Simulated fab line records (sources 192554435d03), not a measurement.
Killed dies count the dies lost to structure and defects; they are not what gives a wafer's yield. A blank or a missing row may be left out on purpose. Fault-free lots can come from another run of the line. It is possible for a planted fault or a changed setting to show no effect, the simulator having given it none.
Split-lot trial + flow n5-finfet + 39 wafers read across 7 lots, on a route 1938 steps long

## ABOUT THE SPLIT
At N5_PASSIVATION_DEVELOP_43 (develop time 60 s), the setting develop-time-s was moved away from the recipe's 60 s on 15 of the 39 wafers read, by -54.3% to +42.2%. All remaining wafers had this setting at the recipe value.

## FROM SPLIT TO READING: 1 step shown by the file between the two
- N5_PASSIVATION_HARDBAKE_45: time 120 s

## THE READING
cd-nm, in nm, at N5_PASSIVATION_CD_MEAS_44 (target cd 40000 nm). Typical for fault-free wafers on this fab line: 40000 nm, with standard deviation 3.4 nm.

| wafer  | tool, chamber at the split | develop-time-s as run, s | against the recipe | cd-nm, nm | against lot-mates on the recipe |
|--------|----------------------------|--------------------------|--------------------|-----------|---------------------------------|
| L074.1 | litho-track-01, 0          | 72.83                    | +21.4%             | 40009     | +5                              |
| L074.2 | litho-track-01, 0          | 60                       | recipe             | 40002     | -                               |
| L074.3 | litho-track-01, 0          | 72.83                    | +21.4%             | 40014     | +10                             |
| L074.4 | litho-track-01, 0          | 60                       | recipe             | 40006     | -                               |
| L074.5 | litho-track-01, 0          | 72.83                    | +21.4%             | 40010     | +6                              |
| L074.6 | litho-track-01, 0          | 60                       | recipe             | 40003     | -                               |
| L075.1 | litho-track-04, 0          | 27.41                    | -54.3%             | 39964     | -36                             |
| L075.2 | litho-track-04, 0          | 60                       | recipe             | 39999     | -                               |
| L075.3 | litho-track-04, 0          | 60                       | recipe             | 40000     | -                               |
| L075.4 | litho-track-04, 0          | 27.41                    | -54.3%             | 39962     | -38                             |
| L075.5 | litho-track-04, 0          | 27.41                    | -54.3%             | 39963     | -37                             |
| L075.6 | litho-track-04, 0          | 60                       | recipe             | 40001     | -                               |
| L085.1 | litho-track-04, 0          | 60                       | recipe             | 39998     | -                               |
| L085.2 | litho-track-04, 0          | 78.11                    | +30.2%             | 40010     | +11                             |
| L085.3 | litho-track-04, 0          | 60                       | recipe             | 40000     | -                               |
| L085.4 | litho-track-04, 0          | 78.11                    | +30.2%             | 40009     | +10                             |
| L085.5 | litho-track-04, 0          | 60                       | recipe             | 39999     | -                               |
| L085.6 | litho-track-04, 0          | 78.11                    | +30.2%             | 40007     | +8                              |
| L084.1 | litho-track-04, 0          | 60                       | recipe             | 39999     | -                               |
| L084.2 | litho-track-04, 0          | 60                       | recipe             | 39997     | -                               |
| L084.3 | litho-track-04, 0          | 60                       | recipe             | 39999     | -                               |
| L084.4 | litho-track-04, 0          | 60                       | recipe             | 40002     | -                               |
| L084.5 | litho-track-04, 0          | 60                       | recipe             | 39996     | -                               |
| L084.6 | litho-track-04, 0          | 60                       | recipe             | 39997     | -                               |
| L090.1 | litho-track-01, 0          | 72.47                    | +20.8%             | 40015     | +10                             |
| L090.2 | litho-track-01, 0          | 72.47                    | +20.8%             | 40015     | +10                             |
| L090.3 | litho-track-01, 0          | 60                       | recipe             | 40002     | -                               |
| L090.4 | litho-track-01, 0          | 60                       | recipe             | 40007     | -                               |
| L090.5 | litho-track-01, 0          | 60                       | recipe             | 40006     | -                               |
| L090.6 | litho-track-01, 0          | 72.47                    | +20.8%             | 40012     | +7                              |
| L092.1 | litho-track-01, 0          | 60                       | recipe             | 40001     | -                               |
| L092.2 | litho-track-01, 0          | 85.3                     | +42.2%             | 40009     | +9                              |
| L092.3 | litho-track-01, 0          | 85.3                     | +42.2%             | 40011     | +11                             |
| L092.4 | litho-track-01, 0          | 85.3                     | +42.2%             | 40010     | +10                             |
| L092.5 | litho-track-01, 0          | 60                       | recipe             | 40000     | -                               |
| L092.6 | litho-track-01, 0          | 60                       | recipe             | 39998     | -                               |
| L097.1 | litho-track-01, 0          | 60                       | recipe             | 39998     | -                               |
| L097.5 | litho-track-01, 0          | 60                       | recipe             | 40002     | -                               |
| L097.6 | litho-track-01, 0          | 60                       | recipe             | 40000     | -                               |

THE FIT
A straight line over all 39 wafers: cd-nm changes by +0.507 nm for each +1% of develop-time-s; r = +0.91; the points scatter about the line by 5.1 nm.
The same after taking each lot's own level away (the mean of its wafers on the recipe; 39 wafers): +0.493 nm for each +1%; r = +0.94; scatter 4.2 nm.
According to that fit, moving develop-time-s by its largest amount changes the reading by 27 nm.
The lots' own levels span 39998.3 to 40005.0 nm, that is 2.0 times the standard deviation above.
The two slopes are in agreement: the lot-to-lot level therefore moves the slope only a little.
Check: for one of the wafers moved furthest among these (-54.3%), held out of the fit, the line's prediction against its lot-mates is -27.3 nm. It came out at -36 nm against them.

## ADDITIONAL SPLITS CARRIED BY THESE WAFERS
These wafers also went through other splits before the reading. Each is held against what the fit with the lots' levels taken away leaves over:
| other split on the same wafers           | wafers away from the commonest value | r with cd-nm (lot level and that fit taken away) |
|------------------------------------------|--------------------------------------|--------------------------------------------------|
| N5_BEOL_M8_TRENCH_ETCH_37 target-depth-a | 12                                   | +0.20                                            |
| N5_BEOL_M12_ETCH_68 time-s               | 15                                   | +0.22                                            |

## THE FILE'S OWN FIT
cd-nm changes by +0.471 nm for each +1% of develop-time-s, r = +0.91.
